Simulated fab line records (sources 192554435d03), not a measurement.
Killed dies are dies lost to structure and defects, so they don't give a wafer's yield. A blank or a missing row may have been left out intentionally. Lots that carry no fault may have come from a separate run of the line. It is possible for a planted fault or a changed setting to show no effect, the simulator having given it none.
fab line records	flow n5_finfet
[record] lots = 24	wafers = 72	last_day = 19
route steps=1938 shown BEOL_M12@1647 BEOL_M13@1693 BEOL_M14@1728
lots that met no fault: taken from a fault-free run of the same line
start_h: the number of hours between the record's first day and the start of the first shown wafer of the lot	wait_h: hours from the lot's prior step to this one	" identical to the entry in the row above	L1.1+2: several wafers, shown together as one row	- value missing, or start not given	* or withheld: withheld	< > ~ a bound
route shown NAME@n: names a module that has steps shown in the file, with the first one's number in the route	usual: the fault-free wafers' mean and standard deviation	same: alike in all rows	chamber/n: place in a boat	sites: readings site by site	_std_site: the values' standard deviation	_edge_site: mean of outer sites minus mean of inner sites	radius_mm: how far each site lies from the wafer's centre	mask NAME#n: copy n	behind: the most recent tool/chamber to have shaped the wafer	hold: why the lot was held/for how many hours/how that ended	device: names the non-switching transistor (n, p or np)	end of line: the route-end tests of the same wafers	for a step that has no rows: nothing shown but its recipe	killed: at the first sort, the dies lost to defects and structure; wafer yield is something else	map: a wafer's dies, x killed, . not, _ none there
set.NAME: the run value of the setting; set.NAME@STEP: its run value at that earlier step	model.NAME: the simulator's own value behind a step, which no gauge read
a sample of lots followed through the steps of the route, with each step as a table and each wafer as a row
services: a tool's chamber out of use, with start hour (start_h, from the record's first day; less than 0 if before it), hours out, and reason
[[steps]]
[step N5_BEOL_M12_PRE_CLEAN_42]
[recipe] gas = H2/He	time_s = 30	temp_c = 250
[usual] heater_power_w = 322/24
lot.wafer	tool	chamber	start_h	wait_h	heater_power_w
L074.1	pvd_sputter-02	-	259.49	0.0	323
L074.4	"	-	"	"	288
L074.6	"	-	"	"	316
L075.1	pvd_sputter-02	-	262.19	0.0	318
L075.2	"	-	"	"	321
L075.6	"	-	"	"	290
L078.2	pvd_sputter-03	-	310.48	0.0	376
L078.3	"	-	"	"	335
L078.6	"	-	"	"	289
L077.4	pvd_sputter-01	-	315.62	0.0	353
L077.5	"	-	"	"	350
L077.6	"	-	"	"	303
L080.2	pvd_sputter-02	-	333.30	0.0	324
L080.4	"	-	"	"	312
L080.5	"	-	"	"	324
L079.1	pvd_sputter-01	-	333.45	0.0	330
L079.4	"	-	"	"	301
L079.6	"	-	"	"	296
L081.1	pvd_sputter-02	-	343.60	0.0	323
L081.2	"	-	"	"	319
L081.6	"	-	"	"	316
L082.1	pvd_sputter-03	-	354.42	0.0	310
L082.3	"	-	"	"	281
L082.4	"	-	"	"	336
L083.2	pvd_sputter-01	-	362.09	0.0	323
L083.3	"	-	"	"	344
L083.6	"	-	"	"	322
L085.1	pvd_sputter-02	-	369.76	0.0	321
L085.4	"	-	"	"	324
L085.6	"	-	"	"	329
L084.1	pvd_sputter-02	-	375.24	0.0	322
L084.3	"	-	"	"	322
L084.4	"	-	"	"	329
L087.1	pvd_sputter-02	-	375.60	0.0	302
L087.2	"	-	"	"	318
L087.5	"	-	"	"	313
L086.2	pvd_sputter-03	-	375.61	0.0	310
L086.4	"	-	"	"	344
L086.5	"	-	"	"	296
L089.2	pvd_sputter-03	-	380.77	0.0	380
L089.3	"	-	"	"	311
L089.5	"	-	"	"	287
L076.3	pvd_sputter-01	-	381.76	0.0	355
L076.4	"	-	"	"	343
L076.6	"	-	"	"	351
L090.2	pvd_sputter-01	-	389.46	0.0	344
L090.4	"	-	"	"	296
L090.6	"	-	"	"	358
L091.2	pvd_sputter-02	-	407.86	0.0	323
L091.5	"	-	"	"	294
L091.6	"	-	"	"	331
L088.2	pvd_sputter-03	-	411.04	0.0	313
L088.3	"	-	"	"	378
L088.6	"	-	"	"	362
L092.1	pvd_sputter-02	-	411.08	0.0	317
L092.2	"	-	"	"	329
L092.4	"	-	"	"	324
L095.2	pvd_sputter-03	-	414.49	0.0	340
L095.5	"	-	"	"	371
L095.6	"	-	"	"	291
L093.2	pvd_sputter-03	-	418.59	0.0	294
L093.4	"	-	"	"	338
L093.6	"	-	"	"	324
L096.2	pvd_sputter-03	-	421.89	0.0	288
L096.5	"	-	"	"	332
L096.6	"	-	"	"	320
L094.1	pvd_sputter-02	-	422.03	0.0	328
L094.3	"	-	"	"	286
L094.4	"	-	"	"	318
L097.1	pvd_sputter-02	-	424.39	0.0	324
L097.5	"	-	"	"	287
L097.6	"	-	"	"	326
[step N5_BEOL_M13_ETCH_67]
[recipe] chemistry = CF4	target = SiARC	target_depth_a = 1430	time_s = 238.3	ion_energy_ev = 80	pressure_mtorr = 40	source_w = 545	bias_w = 36	Ar_flow_sccm = 100	cf4_flow_sccm = 100	ends = cleared
[usual] cf4_flow_sccm = 100.1/0.32	drypump_motor_current_A = 5.5/0.38	etch_rf_on_time_s = 238/9.1	oes_product_au = 0.70/0.094	rf_vpp_V = 183.8/1.2	showerhead_plenum_p_Torr = 2.12/0.083	throttle_valve_pct = 15.51/0.27
lot.wafer	tool	chamber	start_h	wait_h	cf4_flow_sccm	drypump_motor_current_A	etch_rf_on_time_s	oes_product_au	rf_hours_counter_h	rf_vpp_V	showerhead_plenum_p_Torr	throttle_valve_pct
L074.1	rie_diel-04	0	262.31	0.0	99.8	5.8	234	0.77	36	183.5	2.10	15.31
L074.4	"	2	"	"	99.5	5.2	251	0.60	183	184.7	2.22	15.72
L074.6	"	2	"	"	99.7	5.2	250	0.60	-	185.0	2.22	15.72
L075.1	rie_diel-06	1	264.95	0.0	100.1	5.7	228	0.63	218	183.3	2.05	15.65
L075.2	"	3	"	"	100.3	5.4	239	0.62	191	183.7	2.04	15.96
L075.6	"	0	"	"	100.7	5.0	245	0.71	-	183.5	2.08	15.28
L078.2	rie_diel-06	3	313.71	0.0	100.6	5.4	239	0.60	207	182.1	2.04	16.00
L078.3	"	0	"	"	100.0	4.9	249	0.69	61	184.7	2.08	15.32
L078.6	"	0	"	"	99.8	4.9	248	0.70	-	181.4	2.08	15.31
L077.4	rie_diel-06	0	318.51	0.0	100.3	4.9	245	0.69	63	180.8	2.08	15.32
L077.5	"	3	"	"	100.1	5.4	236	0.61	-	183.0	2.04	15.98
L077.6	"	2	"	"	100.2	5.2	234	0.59	-	186.0	2.19	15.77
L080.2	rie_diel-06	0	339.14	0.0	100.1	4.9	247	0.67	73	183.9	2.07	15.34
L080.4	"	0	"	"	100.0	4.9	247	0.68	-	183.0	2.07	15.33
L080.5	"	3	"	"	100.4	5.4	239	0.59	-	182.2	2.03	15.99
L079.1	rie_diel-06	3	339.81	0.0	99.6	5.3	239	0.60	219	183.0	2.03	16.01
L079.4	"	1	"	"	100.0	5.7	233	0.61	-	181.8	2.04	15.69
L079.6	"	0	"	"	100.0	4.9	248	0.68	-	181.9	2.07	15.34
L081.1	rie_diel-06	3	353.32	0.0	99.7	5.4	238	0.60	225	181.7	2.03	16.03
L081.2	"	0	"	"	100.1	4.9	249	0.67	78	183.8	2.07	15.37
L081.6	"	2	"	"	99.6	5.2	228	0.85	-	185.3	2.19	15.29
L082.1	rie_diel-04	3	357.32	0.0	100.3	5.6	230	0.82	9	183.7	2.09	15.30
L082.3	"	2	"	"	100.1	5.3	247	0.59	219	183.3	2.20	15.79
L082.4	"	1	"	"	100.2	6.3	229	0.78	26	186.8	2.27	15.39
L083.2	rie_diel-06	2	365.48	0.0	100.1	5.2	228	0.85	4	184.8	2.19	15.27
L083.3	"	0	"	"	99.9	4.9	250	0.67	81	183.3	2.07	15.35
L083.6	"	0	"	"	100.4	4.9	250	0.67	-	183.9	2.07	15.37
L085.1	rie_diel-04	2	372.95	0.0	99.6	5.2	249	0.58	224	184.7	2.20	15.78
L085.4	"	0	"	"	99.6	5.8	236	0.73	77	182.0	2.09	15.38
L085.6	"	3	"	"	99.7	5.6	228	0.81	-	182.9	2.08	15.33
L084.1	rie_diel-02	2	378.26	0.0	100.2	5.5	247	0.80	13	184.9	2.10	15.14
L084.3	"	0	"	"	100.1	5.4	242	0.75	35	184.1	2.17	15.44
L084.4	"	0	"	"	99.9	5.4	243	0.75	-	183.0	2.17	15.44
L087.1	rie_diel-02	2	378.81	0.0	100.0	5.5	243	0.81	14	182.4	2.10	15.15
L087.2	"	0	"	"	100.7	5.4	240	0.75	35	184.1	2.17	15.44
L087.5	"	2	"	"	100.0	5.5	242	0.81	-	182.9	2.10	15.16
L086.2	rie_diel-06	2	379.13	0.0	100.2	5.2	230	0.83	9	185.3	2.19	15.31
L086.4	"	3	"	"	100.5	5.4	238	0.59	232	182.6	2.03	16.04
L086.5	"	2	"	"	99.8	5.2	228	0.82	-	183.7	2.19	15.31
L089.2	rie_diel-06	0	384.11	0.0	100.3	4.9	249	0.66	86	182.3	2.07	15.36
L089.3	"	3	"	"	100.2	5.3	243	0.59	233	182.9	2.03	16.02
L089.5	"	3	"	"	100.2	5.3	241	0.59	-	182.8	2.03	16.04
L076.3	rie_diel-02	0	385.48	0.0	100.5	5.4	241	0.74	38	184.4	2.17	15.45
L076.4	"	1	"	"	100.2	6.0	251	0.58	221	182.7	2.03	15.45
L076.6	"	0	"	"	100.6	5.4	240	0.75	-	185.0	2.17	15.44
L090.2	rie_diel-06	1	392.93	0.0	100.5	5.7	219	0.83	10	185.0	2.29	15.21
L090.4	"	3	"	"	100.0	5.3	239	0.59	237	182.8	2.03	16.07
L090.6	"	0	"	"	100.6	4.9	248	0.68	-	185.0	2.07	15.37
L091.2	rie_diel-06	0	411.37	0.0	99.2	4.9	253	0.65	96	182.4	2.07	15.38
L091.5	"	2	"	"	99.6	5.2	230	0.80	-	184.4	2.19	15.32
L091.6	"	0	"	"	100.4	4.9	253	0.65	-	183.3	2.07	15.38
L088.2	rie_diel-06	3	413.96	0.0	100.4	5.4	241	0.58	245	182.4	2.03	16.06
L088.3	"	0	"	"	99.6	4.9	253	0.65	98	183.5	2.07	15.39
L088.6	"	0	"	"	99.6	4.9	253	0.65	-	184.1	2.07	15.40
L092.1	rie_diel-02	1	414.63	0.0	100.2	6.0	251	0.57	230	183.8	2.03	15.46
L092.2	"	0	"	"	100.2	5.4	242	0.73	48	184.0	2.17	15.47
L092.4	"	3	"	"	100.0	5.7	231	0.83	11	183.0	2.09	15.46
L095.2	rie_diel-04	3	417.39	0.0	99.4	5.6	229	0.79	30	184.0	2.08	15.35
L095.5	"	0	"	"	100.3	5.8	236	0.71	-	183.3	2.08	15.40
L095.6	"	1	"	"	100.0	6.3	230	0.75	-	186.0	2.27	15.43
L093.2	rie_diel-04	1	421.52	0.0	99.7	6.3	228	0.75	48	184.8	2.27	15.43
L093.4	"	2	"	"	100.4	5.2	248	0.58	241	183.6	2.20	15.82
L093.6	"	0	"	"	100.3	5.7	235	0.71	-	182.3	2.08	15.43
L096.2	rie_diel-04	1	424.99	0.0	100.3	6.3	232	0.73	49	185.8	2.27	15.42
L096.5	"	1	"	"	100.0	6.3	231	0.74	-	185.6	2.27	15.43
L096.6	"	0	"	"	100.1	5.8	237	0.70	-	184.0	2.08	15.42
L094.1	rie_diel-06	0	425.45	0.0	99.8	4.9	252	0.65	102	182.4	2.06	15.40
L094.3	"	1	"	"	100.3	5.6	220	0.82	17	186.1	2.29	15.22
L094.4	"	0	"	"	100.5	4.9	249	0.65	-	183.4	2.06	15.38
L097.1	rie_diel-04	2	428.26	0.0	100.1	5.2	250	0.57	244	185.1	2.19	15.83
L097.5	"	1	"	"	100.2	6.3	231	0.73	-	185.1	2.27	15.44
L097.6	"	0	"	"	100.0	5.8	236	0.71	-	183.8	2.08	15.43
[step N5_BEOL_M13_PRE_CLEAN_42]
[recipe] gas = H2/He	time_s = 30	temp_c = 250
[usual] heater_power_w = 323/27
lot.wafer	tool	chamber	start_h	wait_h	heater_power_w
L074.1	pvd_sputter-02	-	263.25	0.0	322
L074.4	"	-	"	"	322
L074.6	"	-	"	"	324
L075.1	pvd_sputter-02	-	265.98	0.0	286
L075.2	"	-	"	"	316
L075.6	"	-	"	"	295
L078.2	pvd_sputter-02	-	315.82	0.0	315
L078.3	"	-	"	"	326
L078.6	"	-	"	"	321
L077.4	pvd_sputter-03	-	319.97	0.0	380
L077.5	"	-	"	"	339
L077.6	"	-	"	"	284
L080.2	pvd_sputter-03	-	343.48	0.0	380
L080.4	"	-	"	"	286
L080.5	"	-	"	"	307
L079.1	pvd_sputter-03	-	343.80	0.0	370
L079.4	"	-	"	"	289
L079.6	"	-	"	"	373
L081.1	pvd_sputter-03	-	356.28	0.0	376
L081.2	"	-	"	"	327
L081.6	"	-	"	"	313
L082.1	pvd_sputter-02	-	360.31	0.0	283
L082.3	"	-	"	"	323
L082.4	"	-	"	"	322
L083.2	pvd_sputter-03	-	366.65	0.0	317
L083.3	"	-	"	"	374
L083.6	"	-	"	"	282
L085.1	pvd_sputter-03	-	376.09	0.0	286
L085.4	"	-	"	"	376
L085.6	"	-	"	"	386
L084.1	pvd_sputter-02	-	379.23	0.0	313
L084.3	"	-	"	"	291
L084.4	"	-	"	"	321
L087.1	pvd_sputter-03	-	381.33	0.0	284
L087.2	"	-	"	"	311
L087.5	"	-	"	"	340
L086.2	pvd_sputter-02	-	381.41	0.0	329
L086.4	"	-	"	"	290
L086.5	"	-	"	"	287
L089.2	pvd_sputter-03	-	385.24	0.0	378
L089.3	"	-	"	"	340
L089.5	"	-	"	"	371
L076.3	pvd_sputter-02	-	386.54	0.0	289
L076.4	"	-	"	"	318
L076.6	"	-	"	"	326
L090.2	pvd_sputter-03	-	394.48	0.0	344
L090.4	"	-	"	"	372
L090.6	"	-	"	"	304
L091.2	pvd_sputter-01	-	412.76	0.0	360
L091.5	"	-	"	"	344
L091.6	"	-	"	"	301
L088.2	pvd_sputter-03	-	415.55	0.0	294
L088.3	"	-	"	"	303
L088.6	"	-	"	"	293
L092.1	pvd_sputter-02	-	418.41	0.0	315
L092.2	"	-	"	"	324
L092.4	"	-	"	"	311
L095.2	pvd_sputter-03	-	418.91	0.0	371
L095.5	"	-	"	"	307
L095.6	"	-	"	"	333
L093.2	pvd_sputter-01	-	425.74	0.0	298
L093.4	"	-	"	"	329
L093.6	"	-	"	"	351
L096.2	pvd_sputter-01	-	428.22	0.0	347
L096.5	"	-	"	"	325
L096.6	"	-	"	"	356
L094.1	pvd_sputter-02	-	428.55	0.0	331
L094.3	"	-	"	"	298
L094.4	"	-	"	"	330
L097.1	pvd_sputter-03	-	433.71	0.0	281
L097.5	"	-	"	"	369
L097.6	"	-	"	"	316
[step N5_BEOL_M14_INSPECT_12]
[recipe] mode = adi	inspect_instrument = macro
[usual] raw_defect_count = 2.0/1.3
lot.wafer	tool	chamber	start_h	wait_h	raw_defect_count
L074.1	defect_inspect-02	-	265.27	0.0	3
L074.4	"	-	"	"	2
L074.6	"	-	"	"	2
L075.1	defect_inspect-02	-	267.79	0.0	1
L075.2	"	-	"	"	3
L075.6	"	-	"	"	3
L078.2	defect_inspect-01	-	317.93	0.0	0
L078.3	"	-	"	"	2
L078.6	"	-	"	"	3
L077.4	defect_inspect-01	-	322.29	0.0	4
L077.5	"	-	"	"	3
L077.6	"	-	"	"	1
L080.2	defect_inspect-02	-	345.42	0.0	0
L080.4	"	-	"	"	3
L080.5	"	-	"	"	2
L079.1	defect_inspect-02	-	345.64	0.0	2
L079.4	"	-	"	"	0
L079.6	"	-	"	"	0
L081.1	defect_inspect-01	-	358.34	0.0	1
L081.2	"	-	"	"	0
L081.6	"	-	"	"	3
L082.1	defect_inspect-02	-	362.25	0.0	2
L082.3	"	-	"	"	3
L082.4	"	-	"	"	2
L083.2	defect_inspect-02	-	369.38	0.0	4
L083.3	"	-	"	"	2
L083.6	"	-	"	"	2
L085.1	defect_inspect-02	-	378.61	0.0	2
L085.4	"	-	"	"	3
L085.6	"	-	"	"	4
L084.1	defect_inspect-02	-	381.05	0.0	2
L084.3	"	-	"	"	1
L084.4	"	-	"	"	0
L087.1	defect_inspect-02	-	383.39	0.0	3
L087.2	"	-	"	"	1
L087.5	"	-	"	"	2
L086.2	defect_inspect-02	-	383.72	0.0	2
L086.4	"	-	"	"	3
L086.5	"	-	"	"	0
L089.2	defect_inspect-02	-	387.21	0.0	1
L089.3	"	-	"	"	2
L089.5	"	-	"	"	1
L076.3	defect_inspect-02	-	388.45	0.0	3
L076.4	"	-	"	"	2
L076.6	"	-	"	"	2
L090.2	defect_inspect-02	-	396.34	0.0	0
L090.4	"	-	"	"	5
L090.6	"	-	"	"	3
L091.2	defect_inspect-02	-	414.70	0.0	2
L091.5	"	-	"	"	2
L091.6	"	-	"	"	5
L088.2	defect_inspect-02	-	417.49	0.0	2
L088.3	"	-	"	"	3
L088.6	"	-	"	"	4
L092.1	defect_inspect-01	-	420.40	0.0	4
L092.2	"	-	"	"	3
L092.4	"	-	"	"	2
L095.2	defect_inspect-02	-	420.98	0.0	2
L095.5	"	-	"	"	2
L095.6	"	-	"	"	2
L093.2	defect_inspect-01	-	427.56	0.0	3
L093.4	"	-	"	"	4
L093.6	"	-	"	"	1
L096.2	defect_inspect-02	-	430.26	0.0	2
L096.5	"	-	"	"	1
L096.6	"	-	"	"	1
L094.1	defect_inspect-01	-	430.81	0.0	2
L094.3	"	-	"	"	1
L094.4	"	-	"	"	2
L097.1	defect_inspect-02	-	435.56	0.0	0
L097.5	"	-	"	"	0
L097.6	"	-	"	"	3
[step N5_BEOL_M14_DESCUM_15]
[recipe] chemistry = O2	time_s = 7.9	source_power_w = 50	bias_power_w = 20	pressure_mtorr = 20	rf_frequency_hz = 2.712e+07	temp_c = 40	o2_flow_sccm = 225
[usual] drypump_motor_current_A = 5.9/0.48	oes_product_au = 0.80/0.078	rf_vpp_V = 242.5/1.5	showerhead_plenum_p_Torr = 2.05/0.073	throttle_valve_pct = 20.38/0.19
lot.wafer	tool	chamber	start_h	wait_h	drypump_motor_current_A	oes_product_au	rf_hours_counter_h	rf_vpp_V	showerhead_plenum_p_Torr	throttle_valve_pct
L074.1	rie_diel-01	3	265.30	0.0	5.1	0.73	190	239.7	1.91	20.26
L074.4	"	0	"	"	6.2	0.76	170	240.6	2.00	20.61
L074.6	"	2	"	"	5.4	0.68	-	243.6	2.14	20.48
L075.1	rie_diel-01	3	267.82	0.0	5.1	0.72	191	239.6	1.91	20.26
L075.2	"	1	"	"	6.5	0.82	77	243.2	2.04	20.16
L075.6	"	1	"	"	6.5	0.82	-	241.9	2.04	20.12
L078.2	rie_diel-05	3	317.97	0.0	5.5	0.85	42	242.8	2.04	20.10
L078.3	"	2	"	"	5.6	0.71	229	244.2	2.17	20.66
L078.6	"	0	"	"	5.4	0.80	-	243.5	2.09	20.23
L077.4	rie_diel-03	2	322.46	0.2	6.7	0.80	99	243.5	2.11	20.59
L077.5	"	3	"	"	5.6	0.92	-	245.0	2.14	20.60
L077.6	"	2	"	"	6.7	0.80	-	244.6	2.11	20.59
L080.2	rie_diel-05	3	345.45	0.0	5.5	0.84	53	242.0	2.04	20.11
L080.4	"	1	"	"	6.2	0.87	63	240.6	2.03	20.27
L080.5	"	2	"	"	5.6	0.72	-	244.3	2.16	20.67
L079.1	rie_diel-01	2	345.89	0.2	5.4	1.02	1	245.1	2.13	20.26
L079.4	"	0	"	"	6.2	0.74	-	241.6	1.99	20.66
L079.6	"	2	"	"	5.4	1.01	-	244.3	2.13	20.24
L081.1	rie_diel-03	1	358.38	0.0	6.5	0.80	89	243.9	2.11	20.28
L081.2	"	3	"	"	5.6	0.91	26	245.5	2.14	20.64
L081.6	"	0	"	"	6.0	0.79	-	241.6	2.00	20.43
L082.1	rie_diel-01	0	362.29	0.0	6.2	0.72	207	243.4	1.99	20.66
L082.3	"	0	"	"	6.2	0.73	-	240.8	1.99	20.66
L082.4	"	2	"	"	5.4	0.97	-	243.3	2.13	20.27
L083.2	rie_diel-01	1	369.50	0.1	6.4	0.78	106	242.3	2.03	20.17
L083.3	"	3	"	"	5.1	0.70	226	239.3	1.90	20.31
L083.6	"	2	"	"	5.4	0.95	-	243.4	2.13	20.26
L085.1	rie_diel-05	1	378.80	0.2	6.2	0.84	76	241.6	2.03	20.28
L085.4	"	0	"	"	5.4	0.78	-	243.6	2.08	20.24
L085.6	"	1	"	"	6.2	0.86	-	241.8	2.03	20.28
L084.1	rie_diel-01	2	381.30	0.3	5.4	0.94	18	243.0	2.13	20.26
L084.3	"	0	"	"	6.2	0.73	214	240.8	1.99	20.69
L084.4	"	3	"	"	5.1	0.69	232	239.7	1.89	20.32
L087.1	rie_diel-01	0	383.42	0.0	6.2	0.72	215	240.4	1.99	20.68
L087.2	"	2	"	"	5.4	0.94	19	244.5	2.13	20.28
L087.5	"	1	"	"	6.4	0.78	-	242.3	2.03	20.17
L086.2	rie_diel-05	3	384.01	0.3	5.5	0.82	68	243.0	2.04	20.12
L086.4	"	1	"	"	6.2	0.84	-	242.3	2.03	20.30
L086.5	"	3	"	"	5.5	0.81	-	242.7	2.04	20.13
L089.2	rie_diel-03	0	387.24	0.0	6.0	0.78	130	241.6	2.00	20.46
L089.3	"	3	"	"	5.6	0.89	37	245.1	2.14	20.64
L089.5	"	3	"	"	5.6	0.89	-	244.3	2.14	20.63
L076.3	rie_diel-01	2	388.82	0.4	5.4	0.93	21	242.4	2.13	20.28
L076.4	"	3	"	"	5.1	0.69	235	240.1	1.89	20.34
L076.6	"	0	"	"	6.2	0.72	-	242.5	1.98	20.67
L090.2	rie_diel-03	2	396.37	0.0	6.7	0.77	122	244.7	2.10	20.61
L090.4	"	0	"	"	6.0	0.77	133	241.6	2.00	20.46
L090.6	"	1	"	"	6.4	0.78	-	244.5	2.11	20.28
L091.2	rie_diel-01	0	414.96	0.3	6.2	0.71	228	241.1	1.98	20.71
L091.5	"	0	"	"	6.2	0.70	-	241.8	1.98	20.70
L091.6	"	1	"	"	6.4	0.77	-	242.2	2.02	20.18
L088.2	rie_diel-05	1	417.57	0.1	6.2	0.83	92	242.2	2.02	20.29
L088.3	"	2	"	"	5.6	0.92	10	243.4	2.15	20.33
L088.6	"	0	"	"	5.3	0.77	-	243.0	2.08	20.28
L092.1	rie_diel-05	2	420.44	0.0	5.6	0.92	11	243.0	2.15	20.33
L092.2	"	3	"	"	5.5	0.80	79	242.0	2.03	20.13
L092.4	"	0	"	"	5.4	0.76	129	244.7	2.08	20.29
L095.2	rie_diel-05	2	421.16	0.2	5.6	0.91	11	244.2	2.15	20.34
L095.5	"	2	"	"	5.6	0.91	-	245.5	2.15	20.33
L095.6	"	3	"	"	5.6	0.80	-	240.5	2.03	20.15
L093.2	rie_diel-01	1	427.82	0.3	6.4	0.76	130	242.1	2.02	20.22
L093.4	"	1	"	"	6.4	0.75	-	242.0	2.02	20.19
L093.6	"	3	"	"	5.1	0.68	-	239.6	1.89	20.35
L096.2	rie_diel-03	2	430.29	0.0	6.7	0.77	133	244.5	2.09	20.63
L096.5	"	3	"	"	5.6	0.86	-	241.8	2.13	20.66
L096.6	"	2	"	"	6.7	0.77	-	243.3	2.09	20.65
L094.1	rie_diel-01	2	430.87	0.1	5.4	0.90	37	245.1	2.12	20.29
L094.3	"	1	"	"	6.4	0.75	132	242.1	2.02	20.23
L094.4	"	2	"	"	5.4	0.90	-	243.9	2.12	20.31
L097.1	rie_diel-01	1	435.59	0.0	6.5	0.75	134	243.6	2.02	20.21
L097.5	"	2	"	"	5.4	0.89	-	242.6	2.12	20.29
L097.6	"	0	"	"	6.3	0.70	-	240.4	1.98	20.70
[step N5_BEOL_M14_STRIP_64]
[recipe] chemistry = O2	power_w = 600	temp_c = 60	pressure_mtorr = 30	rf_frequency_hz = 6e+07	bias_power_w = 0	overash_fraction = 0.3	o2_flow_sccm = 225
[usual] drypump_motor_current_A = 5.9/0.49	oes_product_au = 0.80/0.078	rf_vpp_V = 3.7/0.49	showerhead_plenum_p_Torr = 2.05/0.073	throttle_valve_pct = 16.63/0.19
[same] overash_fraction = 0.3
lot.wafer	tool	chamber	start_h	wait_h	drypump_motor_current_A	oes_product_au	rf_hours_counter_h	rf_vpp_V	showerhead_plenum_p_Torr	throttle_valve_pct
L074.1	rie_diel-01	3	-	-	5.1	0.72	190	2.4	1.91	16.59
L074.4	"	0	"	"	6.2	0.76	170	4.0	2.01	16.84
L074.6	"	2	"	"	5.4	0.69	-	4.3	2.15	16.81
L075.1	rie_diel-01	3	-	-	5.1	0.72	191	3.2	1.91	16.57
L075.2	"	1	"	"	6.4	0.81	77	4.5	2.04	16.36
L075.6	"	1	"	"	6.4	0.82	-	3.4	2.04	16.35
L078.2	rie_diel-05	3	-	-	5.6	0.85	42	3.3	2.05	16.31
L078.3	"	2	"	"	5.6	0.72	229	3.7	2.17	16.93
L078.6	"	0	"	"	5.3	0.80	-	3.6	2.10	16.48
L077.4	rie_diel-03	2	-	-	6.7	0.80	100	3.6	2.11	16.83
L077.5	"	3	"	"	5.6	0.91	-	2.8	2.15	16.80
L077.6	"	2	"	"	6.7	0.80	-	4.5	2.11	16.83
L080.2	rie_diel-05	3	-	-	5.6	0.84	53	3.7	2.05	16.35
L080.4	"	1	"	"	6.2	0.88	63	3.6	2.04	16.53
L080.5	"	2	"	"	5.6	0.71	-	3.8	2.17	16.96
L079.1	rie_diel-01	2	-	-	5.4	1.02	1	3.7	2.14	16.45
L079.4	"	0	"	"	6.2	0.73	-	3.3	2.00	16.91
L079.6	"	2	"	"	5.4	1.01	-	3.5	2.14	16.44
L081.1	rie_diel-03	1	-	-	6.5	0.79	90	3.4	2.12	16.54
L081.2	"	3	"	"	5.6	0.89	26	4.0	2.14	16.83
L081.6	"	0	"	"	6.0	0.79	-	3.9	2.01	16.69
L082.1	rie_diel-01	0	-	-	6.3	0.73	207	4.4	1.99	16.91
L082.3	"	0	"	"	6.2	0.72	-	4.3	1.99	16.91
L082.4	"	2	"	"	5.4	0.96	-	3.5	2.14	16.45
L083.2	rie_diel-01	1	-	-	6.4	0.79	107	4.1	2.03	16.41
L083.3	"	3	"	"	5.1	0.70	226	3.6	1.90	16.65
L083.6	"	2	"	"	5.4	0.95	-	3.8	2.13	16.45
L085.1	rie_diel-05	1	-	-	6.2	0.85	76	3.4	2.03	16.57
L085.4	"	0	"	"	5.3	0.78	-	3.7	2.09	16.52
L085.6	"	1	"	"	6.2	0.86	-	3.5	2.03	16.54
L084.1	rie_diel-01	2	-	-	5.4	0.93	19	3.4	2.13	16.46
L084.3	"	0	"	"	6.2	0.73	215	3.6	1.99	16.92
L084.4	"	3	"	"	5.1	0.70	232	3.1	1.90	16.66
L087.1	rie_diel-01	0	-	-	6.2	0.71	215	3.3	1.99	16.94
L087.2	"	2	"	"	5.4	0.93	19	3.3	2.13	16.47
L087.5	"	1	"	"	6.5	0.77	-	3.9	2.03	16.43
L086.2	rie_diel-05	3	-	-	5.5	0.83	68	3.7	2.04	16.37
L086.4	"	1	"	"	6.2	0.85	-	3.2	2.03	16.56
L086.5	"	3	"	"	5.5	0.81	-	4.3	2.04	16.38
L089.2	rie_diel-03	0	-	-	6.0	0.78	130	4.0	2.00	16.69
L089.3	"	3	"	"	5.6	0.89	37	3.9	2.14	16.84
L089.5	"	3	"	"	5.6	0.89	-	3.3	2.14	16.83
L076.3	rie_diel-01	2	-	-	5.4	0.93	21	3.4	2.13	16.47
L076.4	"	3	"	"	5.1	0.70	235	3.7	1.90	16.66
L076.6	"	0	"	"	6.2	0.73	-	3.5	1.99	16.93
L090.2	rie_diel-03	2	-	-	6.7	0.77	122	3.0	2.10	16.88
L090.4	"	0	"	"	6.0	0.77	133	3.4	2.00	16.73
L090.6	"	1	"	"	6.5	0.78	-	3.9	2.11	16.57
L091.2	rie_diel-01	0	-	-	6.2	0.70	228	3.7	1.99	16.96
L091.5	"	0	"	"	6.2	0.71	-	3.9	1.99	16.95
L091.6	"	1	"	"	6.5	0.76	-	4.0	2.03	16.44
L088.2	rie_diel-05	1	-	-	6.2	0.84	92	4.1	2.03	16.58
L088.3	"	2	"	"	5.6	0.92	10	3.0	2.16	16.54
L088.6	"	0	"	"	5.3	0.77	-	3.5	2.08	16.56
L092.1	rie_diel-05	2	-	-	5.6	0.92	11	3.2	2.16	16.54
L092.2	"	3	"	"	5.5	0.80	79	3.1	2.04	16.41
L092.4	"	0	"	"	5.4	0.77	129	4.5	2.08	16.55
L095.2	rie_diel-05	2	-	-	5.6	0.91	11	2.7	2.16	16.53
L095.5	"	2	"	"	5.6	0.92	-	3.1	2.16	16.54
L095.6	"	3	"	"	5.5	0.80	-	3.3	2.04	16.40
L093.2	rie_diel-01	1	-	-	6.5	0.75	131	3.8	2.02	16.47
L093.4	"	1	"	"	6.4	0.75	-	3.8	2.02	16.46
L093.6	"	3	"	"	5.1	0.69	-	3.7	1.89	16.70
L096.2	rie_diel-03	2	-	-	6.7	0.76	134	3.3	2.10	16.89
L096.5	"	3	"	"	5.6	0.86	-	3.7	2.13	16.86
L096.6	"	2	"	"	6.7	0.76	-	5.3	2.10	16.87
L094.1	rie_diel-01	2	-	-	5.4	0.90	37	3.5	2.13	16.51
L094.3	"	1	"	"	6.5	0.75	132	3.5	2.02	16.47
L094.4	"	2	"	"	5.4	0.90	-	3.5	2.12	16.51
L097.1	rie_diel-01	1	-	-	6.4	0.75	134	4.3	2.02	16.46
L097.5	"	2	"	"	5.4	0.90	-	3.8	2.12	16.51
L097.6	"	0	"	"	6.2	0.70	-	3.4	1.98	16.97
[[services]]
tool	chamber	start_h	hours	kind
rie_diel-04	3	236.60	5.9	repair
pvd_sputter-01	-	237.91	1.1	repair
rie_diel-02	-	257.06	72.1	repair
rie_diel-04	3	294.15	6.5	repair
rie_diel-03	-	322.81	14.6	pm
rie_diel-02	-	329.20	14.6	pm
rie_diel-01	2	329.64	-	clean
rie_diel-01	2	329.64	-	consumable_replace:focus_ring
rie_diel-01	2	329.64	14.3	scheduled_down
rie_diel-01	2	329.64	14.3	vent_cycle
rie_diel-06	3	331.95	2.6	repair
rie_diel-04	-	336.59	4.8	repair
rie_diel-06	-	338.02	0.6	repair
rie_diel-01	1	341.15	22.0	repair
rie_diel-06	0	347.58	3.7	repair
rie_diel-05	2	349.12	1.4	repair
rie_diel-06	-	354.64	4.3	pm
rie_diel-05	3	395.52	5.8	repair
rie_diel-01	2	422.68	5.6	repair
rie_diel-01	3	428.27	-	clean
rie_diel-01	3	428.27	-	consumable_replace:focus_ring
rie_diel-01	3	428.27	-	consumable_replace:showerhead
rie_diel-01	3	428.27	18.9	scheduled_down
pvd_sputter-01	-	430.44	0.9	repair
[[key]]
fault none
